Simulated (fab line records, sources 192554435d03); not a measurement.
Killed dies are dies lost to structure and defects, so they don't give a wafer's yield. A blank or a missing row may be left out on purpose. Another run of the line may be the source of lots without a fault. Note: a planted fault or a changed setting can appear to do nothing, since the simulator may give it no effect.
fab line records	flow n5Finfet	part 1 of 2: steps 1 to 15 of 27
record: lots: 5	wafers: 15	lastDay: 17
route steps=1938 shown SD_EPI_N@267
lots that met no fault: from a run of the same line without faults
startH: the number of hours between the record's first day and the start of the first shown wafer of the lot	waitH: how many hours have passed since the lot's step before this one	" unchanged from the row above	L1.1+2: several wafers, shown together as one row	- either no value or no given start	* or withheld: withheld	< > ~ a bound
route shown NAME@n: a module of which the file shows steps, and the number in the route of the first	usual: average and standard deviation across the fault-free wafers	same: alike in all rows	chamber/n: place in a boat	sites: the reading at each site	_std_site: the values' standard deviation	_edge_site: the outer-site mean with the inner-site mean subtracted	radiusMm: how far each site lies from the wafer's centre	mask NAME#n: copy n	behind: the last tool/chamber to shape the wafer	hold: the reason the lot was held/the length of the hold in hours/how it ended	device: names the non-switching transistor (n, p or np)	end of line: the tests these same wafers got at the end of their route	a step without rows: its recipe alone	killed: count of dies lost to structure and defects at first sort (not the wafer's yield)	map: a wafer's dies, marking killed ones x, the rest . and places with no die _
set.NAME: the run value of the setting; set.NAME@STEP: its run value at that earlier step	model.NAME: the simulator's own value behind a step, which no gauge read
lots at some steps of the route; a table a step, a row a wafer
services: the hour from which a tool's chamber was out of use, counted from the record's first day as startH (under 0 if before that day), plus the number of hours and why
== steps ==
step: N5_SD_EPI_N_EXPOSE_06
recipe: maskId: SD_N_BLK	na: 1.35	sourceShape: conventional	sigmaOuter: 0.8	polarization: unpolarized	targetCdNm: 120	doseMj: 39.75
lot.wafer	tool	chamber	startH	waitH	mask
L078.1+2+6	arfiScanner-01	0	75.44	-	SD_N_BLK#0
L083.2+4+5	arfiScanner-01	0	101.88	-	SD_N_BLK#0
L088.1+4+5	arfiScanner-01	0	134.25	-	SD_N_BLK#0
L093.2+4+6	arfiScanner-02	0	161.45	-	SD_N_BLK#0
L094.3+5+6	arfiScanner-02	0	167.73	-	SD_N_BLK#0
step: N5_SD_EPI_N_PEB_07
recipe: pebTempC: 110	pebTimeS: 60	resist: CAR-ArF-block
usual: plateTempC: 110.01/0.12
lot.wafer	tool	chamber	startH	waitH	plateTempC
L078.1	lithoTrack-02	0	75.50	0.1	109.97
L078.2	"	0	"	"	110.03
L078.6	"	0	"	"	110.12
L083.2	lithoTrack-05	0	101.93	0.0	109.96
L083.4	"	0	"	"	110.07
L083.5	"	0	"	"	110.20
L088.1	lithoTrack-02	0	134.31	0.1	109.92
L088.4	"	0	"	"	109.77
L088.5	"	0	"	"	110.04
L093.2	lithoTrack-04	0	161.50	0.0	110.15
L093.4	"	0	"	"	110.11
L093.6	"	0	"	"	110.02
L094.3	lithoTrack-05	0	167.77	0.0	109.83
L094.5	"	0	"	"	110.00
L094.6	"	0	"	"	109.84
step: N5_SD_EPI_N_DEVELOP_08
recipe: developTimeS: 30	developer: TMAH	resist: CAR-ArF-block	devTempC: 23	rinseLiquid: diw	dry: airSpin
usual: developerTempC: 22.98/0.11
lot.wafer	tool	chamber	startH	waitH	developerTempC
L078.1	lithoTrack-02	0	-	-	22.92
L078.2	"	0	"	"	22.83
L078.6	"	0	"	"	22.90
L083.2	lithoTrack-05	0	-	-	22.94
L083.4	"	0	"	"	22.91
L083.5	"	0	"	"	22.90
L088.1	lithoTrack-02	0	-	-	23.01
L088.4	"	0	"	"	23.03
L088.5	"	0	"	"	22.97
L093.2	lithoTrack-04	0	-	-	22.95
L093.4	"	0	"	"	23.10
L093.6	"	0	"	"	23.09
L094.3	lithoTrack-05	0	-	-	23.02
L094.5	"	0	"	"	22.69
L094.6	"	0	"	"	22.93
step: N5_SD_EPI_N_CD_MEAS_09
recipe: targetCdNm: 120	landingEnergyEv: 500	detector: seInlens
usual: cdNm: 119.9/0.52
lot.wafer	tool	chamber	startH	waitH	cdNm
L078.1	cdSem-03	0	75.57	-	120.3
L078.2	"	0	"	"	119.7
L078.6	"	0	"	"	120.0
L083.2	cdSem-03	0	102.00	-	119.5
L083.4	"	0	"	"	119.8
L083.5	"	0	"	"	119.5
L088.1	cdSem-01	0	134.37	-	119.5
L088.4	"	0	"	"	120.5
L088.5	"	0	"	"	119.3
L093.2	cdSem-02	0	161.57	-	120.2
L093.4	"	0	"	"	119.6
L093.6	"	0	"	"	119.6
L094.3	cdSem-01	0	167.84	-	119.8
L094.5	"	0	"	"	119.1
L094.6	"	0	"	"	119.7
step: N5_SD_EPI_N_OVL_MEAS_10
recipe: pointsPerWafer: 44
usual: SD_N_BLK_OVL: 0.1/0.82
lot.wafer	tool	chamber	startH	waitH	SD_N_BLK_OVL[nm]
L078.1	overlay-01	0	75.60	0.0	-0.9
L078.2	"	0	"	"	-1.4
L078.6	"	0	"	"	-0.5
L083.2	overlay-01	0	102.03	0.0	0.1
L083.4	"	0	"	"	0.4
L083.5	"	0	"	"	0.0
L088.1	overlay-02	0	134.40	0.0	-0.1
L088.4	"	0	"	"	-0.8
L088.5	"	0	"	"	-0.5
L093.2	overlay-02	0	161.60	0.0	1.9
L093.4	"	0	"	"	1.1
L093.6	"	0	"	"	1.7
L094.3	overlay-01	0	167.87	0.0	0.9
L094.5	"	0	"	"	0.6
L094.6	"	0	"	"	-0.7
step: N5_SD_EPI_N_INSPECT_11
recipe: mode: adi	inspectInstrument: macro
usual: rawDefectCount: 2.2/1.6
lot.wafer	tool	chamber	startH	waitH	rawDefectCount
L078.1	defectInspect-02	-	75.62	0.0	2
L078.2	"	-	"	"	8
L078.6	"	-	"	"	2
L083.2	defectInspect-01	-	102.05	0.0	3
L083.4	"	-	"	"	3
L083.5	"	-	"	"	2
L088.1	defectInspect-01	-	134.43	0.0	4
L088.4	"	-	"	"	3
L088.5	"	-	"	"	0
L093.2	defectInspect-01	-	161.62	0.0	2
L093.4	"	-	"	"	1
L093.6	"	-	"	"	2
L094.3	defectInspect-02	-	167.89	0.0	1
L094.5	"	-	"	"	4
L094.6	"	-	"	"	2
step: N5_SD_EPI_N_DESCUM_14
recipe: chemistry: O2	timeS: 7.9	sourcePowerW: 50	biasPowerW: 20	pressureMtorr: 20	rfFrequencyHz: 2.712e+07	tempC: 40	resist: CAR-ArF-block	o2FlowSccm: 225
usual: chamberPressureMTorr: 20.000/0.019	drypumpMotorCurrentA: 5.7/0.47	oesProductAu: 0.75/0.074	rfVppV: 243.1/1.5	showerheadPlenumPTorr: 2.10/0.07	throttleValvePct: 20.58/0.19
lot.wafer	tool	chamber	startH	waitH	chamberPressureMTorr	drypumpMotorCurrentA	oesProductAu	rfHoursCounterH	rfVppV	showerheadPlenumPTorr	throttleValvePct
L078.1	rieDiel-01	3	75.66	0.0	19.999	5.7	0.78	137	245.6	2.19	20.56
L078.2	"	1	"	"	19.967	5.2	0.81	102	241.2	2.02	20.69
L078.6	"	0	"	"	20.005	6.3	0.75	-	242.7	2.09	20.67
L083.2	rieDiel-01	0	102.40	0.3	19.996	6.3	0.74	169	242.0	2.09	20.71
L083.4	"	0	"	"	20.010	6.3	0.74	-	242.5	2.09	20.72
L083.5	"	1	"	"	20.001	5.2	0.80	-	242.4	2.02	20.70
L088.1	rieDiel-05	2	134.46	0.0	20.027	5.1	0.73	165	240.6	2.00	20.15
L088.4	"	1	"	"	20.003	5.2	0.86	51	241.9	2.05	20.43
L088.5	"	1	"	"	20.009	5.2	0.86	-	242.5	2.05	20.43
L093.2	rieDiel-02	0	161.66	0.0	20.042	5.9	0.66	253	242.1	2.06	20.83
L093.4	"	2	"	"	20.007	6.7	0.69	237	244.7	2.16	20.84
L093.6	"	0	"	"	20.030	5.9	0.66	-	242.4	2.06	20.82
L094.3	rieDiel-02	2	167.93	0.0	19.989	6.7	0.68	238	243.7	2.16	20.83
L094.5	"	3	"	"	20.006	5.4	0.69	-	244.8	2.14	20.61
L094.6	"	1	"	"	19.997	5.8	0.83	-	245.1	2.20	20.60
step: N5_SD_EPI_N_ETCH_34
recipe: chemistry: CF4	target: SiARC	targetDepthA: 455	maskMaterial: CAR-ArF-block	timeS: 75.8	ionEnergyEv: 80	pressureMtorr: 40	sourceW: 545	biasW: 36	Ar_flow_sccm: 100	cf4FlowSccm: 100	ends: cleared
usual: chamberPressureMTorr: 40.00/0.035	drypumpMotorCurrentA: 5.7/0.47	etchRfOnTimeS: 76.1/1.1	mfcArSccm: 100.0/0.33	oesProductAu: 0.64/0.062	rfVppV: 184.0/1.1	showerheadPlenumPTorr: 2.14/0.072	throttleValvePct: 15.76/0.2
lot.wafer	tool	chamber	startH	waitH	chamberPressureMTorr	drypumpMotorCurrentA	etchRfOnTimeS	mfcArSccm	oesProductAu	rfHoursCounterH	rfVppV	showerheadPlenumPTorr	throttleValvePct
L078.1	rieDiel-01	3	75.69	0.0	39.98	5.7	77.0	99.9	0.67	137	186.0	2.24	15.75
L078.2	"	1	"	"	40.03	5.2	75.5	100.2	0.69	102	182.1	2.08	15.86
L078.6	"	0	"	"	39.98	6.3	76.8	100.4	0.64	-	184.3	2.14	15.84
L083.2	rieDiel-01	0	102.44	0.0	39.94	6.3	76.4	99.7	0.63	169	183.4	2.14	15.88
L083.4	"	0	"	"	39.99	6.3	77.0	99.7	0.64	-	183.2	2.14	15.88
L083.5	"	1	"	"	39.99	5.2	76.5	100.3	0.67	-	183.3	2.07	15.88
L088.1	rieDiel-05	2	134.50	0.0	39.96	5.1	78.7	99.8	0.62	165	184.0	2.05	15.38
L088.4	"	1	"	"	40.00	5.2	77.1	99.9	0.74	51	183.8	2.08	15.46
L088.5	"	1	"	"	39.95	5.2	77.9	100.5	0.73	-	182.5	2.08	15.45
L093.2	rieDiel-02	0	161.69	0.0	39.97	5.8	75.7	100.2	0.57	253	183.3	2.10	15.99
L093.4	"	2	"	"	40.01	6.7	74.2	100.3	0.60	237	184.9	2.20	16.02
L093.6	"	0	"	"	39.98	5.8	75.2	99.9	0.56	-	181.3	2.10	15.99
L094.3	rieDiel-02	2	167.96	0.0	39.99	6.7	75.3	99.8	0.59	238	184.1	2.20	15.96
L094.5	"	3	"	"	40.03	5.4	76.2	99.9	0.58	-	185.1	2.19	15.89
L094.6	"	1	"	"	40.06	5.8	75.6	100.1	0.71	-	186.0	2.26	15.77
step: N5_SD_EPI_N_ETCH_35
recipe: chemistry: N2/H2	target: SOC	overetchA: 1080	maskMaterial: SiARC	tempC: 40	ionEnergyEv: 100	sourceW: 3000	biasW: 133	pressureMtorr: 20	timeS: 486	n2FlowSccm: 200	h2FlowSccm: 200
usual: chamberPressureMTorr: 19.999/0.017	drypumpMotorCurrentA: 5.7/0.47	n2FlowSccm: 200.0/0.57	oesProductAu: 0.67/0.064	rfVppV: 240.6/1.4	showerheadPlenumPTorr: 2.54/0.088	throttleValvePct: 23.94/0.23
lot.wafer	tool	chamber	startH	waitH	chamberPressureMTorr	drypumpMotorCurrentA	n2FlowSccm	oesProductAu	rfHoursCounterH	rfVppV	showerheadPlenumPTorr	throttleValvePct
L078.1	rieDiel-01	3	75.75	0.0	19.975	5.7	199.5	0.71	137	242.6	2.66	23.85
L078.2	"	1	"	"	19.981	5.2	199.4	0.72	102	239.0	2.46	24.51
L078.6	"	0	"	"	20.011	6.3	198.9	0.67	-	240.1	2.52	23.88
L083.2	rieDiel-01	0	102.49	0.0	19.953	6.3	200.0	0.67	169	239.9	2.52	23.90
L083.4	"	0	"	"	19.988	6.4	199.7	0.67	-	241.5	2.52	23.89
L083.5	"	1	"	"	19.982	5.2	199.5	0.71	-	239.1	2.46	24.51
L088.1	rieDiel-05	2	134.55	0.0	19.975	5.1	199.8	0.66	166	239.8	2.43	23.40
L088.4	"	1	"	"	20.014	5.2	199.8	0.78	51	239.6	2.47	23.76
L088.5	"	1	"	"	19.995	5.2	200.9	0.78	-	240.3	2.47	23.78
L093.2	rieDiel-02	0	161.75	0.0	19.976	5.9	198.3	0.59	253	240.1	2.50	23.94
L093.4	"	2	"	"	20.017	6.8	199.8	0.61	237	240.7	2.61	24.12
L093.6	"	0	"	"	19.990	5.9	199.9	0.59	-	238.4	2.50	23.94
L094.3	rieDiel-02	2	168.02	0.0	20.022	6.7	199.6	0.62	238	240.4	2.61	24.11
L094.5	"	3	"	"	20.009	5.4	200.4	0.62	-	241.4	2.61	23.98
L094.6	"	1	"	"	20.007	5.8	200.1	0.75	-	242.3	2.68	24.13
step: N5_SD_EPI_N_STRIP_36
recipe: chemistry: N2/H2	tempC: 40	n2FlowSccm: 200	h2FlowSccm: 200	rfFrequencyHz: 6e+07
lot.wafer	tool	chamber	startH	waitH
L078.1+2+6	rieDiel-01	3,1,0	76.06	0.2
L083.2+4+5	rieDiel-01	0,0,1	102.81	0.2
L088.1+4+5	rieDiel-05	2,1,1	134.87	0.2
L093.2+4+6	rieDiel-02	0,2,0	162.06	0.2
L094.3+5+6	rieDiel-02	2,3,1	168.33	0.2
step: N5_SD_EPI_N_ETCHBACK_44
recipe: chemistry: CH3F/O2	mode: anisotropicEtchback	target: SiNx	targetDepthA: 145	stopOn: SiO2	overEtchFrac: 0.3	ionEnergyEv: 120	pressureMtorr: 30	sourceW: 395	biasW: 73	Ar_flow_sccm: 150	CH3F_flow_sccm: 30	O2_flow_sccm: 20
usual: chamberPressureMTorr: 29.997/0.028	drypumpMotorCurrentA: 5.7/0.47	mfcArSccm: 150.0/0.45	oes_o_777_au: 0.75/0.07	oesProductAu: 0.64/0.06	rfVppV: 298.8/2.5	showerheadPlenumPTorr: 2.00/0.069	throttleValvePct: 16.49/0.2
same: overEtchFrac: 0.3
lot.wafer	tool	chamber	startH	waitH	chamberPressureMTorr	drypumpMotorCurrentA	mfcArSccm	oes_o_777_au	oesProductAu	rfHoursCounterH	rfVppV	showerheadPlenumPTorr	throttleValvePct
L078.1	rieDiel-01	3	76.07	0.0	30.018	5.8	149.9	0.78	0.67	137	301.9	2.09	16.47
L078.2	"	1	"	"	30.023	5.2	149.7	0.80	0.69	102	299.6	1.93	16.59
L078.6	"	0	"	"	30.036	6.3	150.5	0.76	0.65	-	296.8	2.00	16.60
L083.2	rieDiel-01	0	102.82	0.0	29.970	6.3	150.3	0.74	0.64	169	296.8	2.00	16.57
L083.4	"	0	"	"	30.036	6.3	149.3	0.75	0.64	-	298.1	2.00	16.58
L083.5	"	1	"	"	29.961	5.2	150.1	0.79	0.68	-	298.9	1.93	16.62
L088.1	rieDiel-05	2	134.88	0.0	29.984	5.1	150.4	0.74	0.64	166	296.1	1.91	16.10
L088.4	"	1	"	"	29.986	5.2	150.3	0.88	0.75	51	297.9	1.94	16.19
L088.5	"	1	"	"	29.993	5.2	150.3	0.87	0.74	-	299.5	1.94	16.18
L093.2	rieDiel-02	0	162.07	0.0	29.971	5.9	149.4	0.67	0.57	253	302.4	1.96	16.74
L093.4	"	2	"	"	30.015	6.7	150.1	0.70	0.59	237	293.8	2.06	16.72
L093.6	"	0	"	"	29.990	5.9	150.7	0.67	0.57	-	303.7	1.96	16.75
L094.3	rieDiel-02	2	168.34	0.0	30.022	6.7	150.7	0.70	0.59	238	294.8	2.06	16.72
L094.5	"	3	"	"	30.011	5.4	150.5	0.68	0.59	-	299.3	2.05	16.61
L094.6	"	1	"	"	30.031	5.7	151.1	0.83	0.71	-	298.8	2.11	16.48
step: N5_SD_EPI_N_ETCH_45
recipe: chemistry: CH3F/O2	target: SiOCN	targetDepthA: 60	maskMaterial: SOC	ionEnergyEv: 60	biasW: 29	pressureMtorr: 15	sourceW: 410	Ar_flow_sccm: 150	CH3F_flow_sccm: 30	O2_flow_sccm: 20
usual: chamberPressureMTorr: 15.000/0.014	drypumpMotorCurrentA: 5.7/0.47	mfcArSccm: 150.0/0.41	oesProductAu: 0.75/0.072	rfVppV: 127.4/1.1	showerheadPlenumPTorr: 2.00/0.069	throttleValvePct: 23.45/0.2
lot.wafer	tool	chamber	startH	waitH	chamberPressureMTorr	drypumpMotorCurrentA	mfcArSccm	oesProductAu	rfHoursCounterH	rfVppV	showerheadPlenumPTorr	throttleValvePct
L078.1	rieDiel-01	3	76.17	0.1	15.002	5.7	150.6	0.78	137	128.5	2.09	23.48
L078.2	"	1	"	"	15.005	5.2	150.1	0.81	102	126.2	1.93	23.63
L078.6	"	0	"	"	14.975	6.3	150.2	0.75	-	127.3	1.99	23.55
L083.2	rieDiel-01	0	102.92	0.1	15.010	6.3	150.4	0.74	169	127.8	1.99	23.55
L083.4	"	0	"	"	15.019	6.3	150.3	0.74	-	127.4	1.99	23.57
L083.5	"	1	"	"	15.001	5.2	149.5	0.80	-	127.2	1.93	23.66
L088.1	rieDiel-05	2	134.98	0.1	14.970	5.1	149.0	0.73	166	127.2	1.90	22.98
L088.4	"	1	"	"	14.997	5.2	150.0	0.87	51	126.8	1.93	23.19
L088.5	"	1	"	"	15.002	5.2	150.6	0.86	-	125.9	1.93	23.21
L093.2	rieDiel-02	0	162.17	0.1	14.968	5.9	150.5	0.67	253	126.9	1.96	23.63
L093.4	"	2	"	"	15.020	6.7	149.9	0.68	237	126.7	2.05	23.66
L093.6	"	0	"	"	14.994	5.9	150.0	0.67	-	126.4	1.96	23.64
L094.3	rieDiel-02	2	168.44	0.1	15.001	6.8	149.9	0.68	238	128.0	2.05	23.68
L094.5	"	3	"	"	15.026	5.4	150.0	0.68	-	130.1	2.04	23.50
L094.6	"	1	"	"	15.006	5.8	149.2	0.84	-	126.9	2.10	23.53
step: N5_SD_EPI_N_ETCH_16
recipe: chemistry: CHF3/O2	target: SiO2	targetDepthA: 50	maskMaterial: SOC	pressureMtorr: 30	sourceW: 650	biasW: 170	Ar_flow_sccm: 200	CHF3_flow_sccm: 50	O2_flow_sccm: 5	ionEnergyEv: 200
usual: chamberPressureMTorr: 30.000/0.026	drypumpMotorCurrentA: 5.7/0.47	mfcArSccm: 200.0/0.58	oes_o_777_au: 0.75/0.07	oesProductAu: 0.75/0.072	rfVppV: 526/4.3	showerheadPlenumPTorr: 2.41/0.079	throttleValvePct: 19.03/0.19
lot.wafer	tool	chamber	startH	waitH	chamberPressureMTorr	drypumpMotorCurrentA	mfcArSccm	oes_o_777_au	oesProductAu	rfHoursCounterH	rfVppV	showerheadPlenumPTorr	throttleValvePct
L078.1	rieDiel-01	3	76.27	0.1	30.022	5.7	198.6	0.79	0.79	137	535	2.51	19.02
L078.2	"	1	"	"	30.018	5.2	200.4	0.79	0.82	102	527	2.33	19.19
L078.6	"	0	"	"	30.006	6.3	199.8	0.75	0.75	-	524	2.41	19.12
L083.2	rieDiel-01	0	103.02	0.1	30.010	6.3	199.7	0.75	0.74	169	524	2.40	19.16
L083.4	"	0	"	"	29.982	6.3	199.5	0.75	0.75	-	524	2.40	19.16
L083.5	"	1	"	"	29.978	5.2	201.4	0.79	0.79	-	528	2.33	19.21
L088.1	rieDiel-05	2	135.08	0.1	30.045	5.1	199.9	0.74	0.73	166	522	2.30	18.61
L088.4	"	1	"	"	30.005	5.2	199.2	0.88	0.87	51	528	2.34	18.75
L088.5	"	1	"	"	30.022	5.2	199.5	0.88	0.86	-	528	2.34	18.76
L093.2	rieDiel-02	0	162.27	0.1	30.001	5.9	200.1	0.67	0.68	253	533	2.37	19.28
L093.4	"	2	"	"	30.020	6.7	200.2	0.71	0.69	237	519	2.47	19.25
L093.6	"	0	"	"	30.002	5.9	199.1	0.67	0.66	-	531	2.37	19.27
L094.3	rieDiel-02	2	168.54	0.1	29.967	6.7	200.2	0.70	0.69	238	518	2.47	19.25
L094.5	"	3	"	"	30.040	5.4	199.6	0.69	0.69	-	525	2.47	19.14
L094.6	"	1	"	"	30.008	5.7	200.0	0.83	0.84	-	526	2.53	19.08
step: N5_SD_EPI_N_STRIP_47
recipe: chemistry: CHF3/O2	resist: SiARC	rfFrequencyHz: 6e+07
lot.wafer	tool	chamber	startH	waitH
L078.1+2+6	rieDiel-01	3,1,0	76.31	0.0
L083.2+4+5	rieDiel-01	0,0,1	103.06	0.0
L088.1+4+5	rieDiel-05	2,1,1	135.12	0.0
L093.2+4+6	rieDiel-02	0,2,0	162.31	0.0
L094.3+5+6	rieDiel-02	2,3,1	168.58	0.0
step: N5_SD_EPI_N_SD_RECESS_17
recipe: chemistry: HBr/Cl2/O2	targetDepthA: 410	maskMaterial: SOC	timeS: 23.7	btTimeS: 3	pressureMtorr: 10	icpW: 800	biasW: 112	HBr_flow_sccm: 150	Cl2_flow_sccm: 80	O2_flow_sccm: 12
usual: chamberPressureMTorr: 10.000/0.0098	drypumpMotorCurrentA: 5.8/0.42	oes_o_777_au: 1.005/0.016	oesProductAu: 1.004/0.017	throttleValvePct: 37.18/0.28
lot.wafer	tool	chamber	startH	waitH	chamberPressureMTorr	drypumpMotorCurrentA	oes_o_777_au	oesProductAu	rfHoursCounterH	throttleValvePct
L078.1	rieSi-04	0	76.35	0.0	9.991	4.9	1.009	1.007	126	37.07
L078.2	"	2	"	"	10.022	5.6	0.972	0.969	124	37.16
L078.6	"	0	"	"	9.995	4.9	1.012	1.002	-	37.06
L083.2	rieSi-03	0	103.09	0.0	10.003	5.6	1.029	1.031	75	37.57
L083.4	"	2	"	"	9.992	6.1	1.019	1.019	2	36.80
L083.5	"	0	"	"	10.005	5.6	1.030	1.028	-	37.58
L088.1	rieSi-04	0	135.15	0.0	10.013	4.9	0.999	0.993	128	37.05
L088.4	"	0	"	"	10.006	4.9	1.003	1.003	-	37.07
L088.5	"	2	"	"	9.992	5.7	0.981	0.966	-	37.16
L093.2	rieSi-06	0	162.34	0.0	10.009	6.3	0.981	0.989	133	37.26
L093.4	"	2	"	"	9.995	5.8	1.004	1.010	185	36.98
L093.6	"	0	"	"	9.990	6.3	0.985	0.988	-	37.29
L094.3	rieSi-03	1	168.61	0.0	9.995	5.6	1.014	1.002	72	37.58
L094.5	"	0	"	"	10.018	5.6	1.034	1.025	-	37.57
L094.6	"	2	"	"	9.993	6.2	1.026	1.020	-	36.80
